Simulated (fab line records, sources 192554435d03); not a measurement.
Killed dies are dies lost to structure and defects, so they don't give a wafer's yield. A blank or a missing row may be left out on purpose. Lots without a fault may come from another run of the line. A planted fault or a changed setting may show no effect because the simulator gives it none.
Chamber matching | flow n5_finfet | N5_BEOL_M15_DESCUM_33 on rie_diel-04: 4 sister chambers
The step chemistry O2, time 7.9 s. 4 wafers are shown with their chamber, then 10 later ones without.

WAFERS WITH THEIR CHAMBER
wafer  | chamber | drypump_motor_current_A (A)
L084.2 | 3       | 6.7
L085.5 | 1       | 6.5
L090.2 | 0       | 5.7
L090.3 | 2       | 5.7

WAFERS WITHOUT THEIR CHAMBER
wafer  | drypump_motor_current_A (A)
L090.5 | 6.5
L088.1 | 5.7
L088.3 | 6.6
L088.4 | 6.5
L092.1 | 5.7
L092.2 | 6.5
L092.3 | 5.7
L097.3 | 5.7
L097.5 | 6.6
L097.6 | 6.5

WHICH CHAMBER EACH WENT THROUGH
wafer  | from the rows above     | in truth
L090.5 | 1                       | 1
L088.1 | can't be placed: 0 or 2 | 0
L088.3 | can't be placed: 1 or 3 | 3
L088.4 | 1                       | 1
L092.1 | can't be placed: 0 or 2 | 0
L092.2 | 1                       | 1
L092.3 | can't be placed: 0 or 2 | 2
L097.3 | can't be placed: 0 or 2 | 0
L097.5 | can't be placed: 1 or 3 | 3
L097.6 | 1                       | 1
Placed correctly: 4 of 10. Can't be placed from these rows: 6 (the true chamber is among the candidates in 6). Placed wrongly: 0.
How it was worked out, from the rows above alone: a wafer's distance from a chamber is the root of the sum, over the readings, of the square of ((its reading less the chamber's mean) divided by the reading's scatter). The wafer belongs to the nearest chamber; if the next one is less than 2 further off, it can't be placed. A chamber's mean is the mean of its shown wafers. The scatter: with one shown wafer a chamber, the root of the mean of the squares of how far each hidden wafer lies from its nearest shown one.
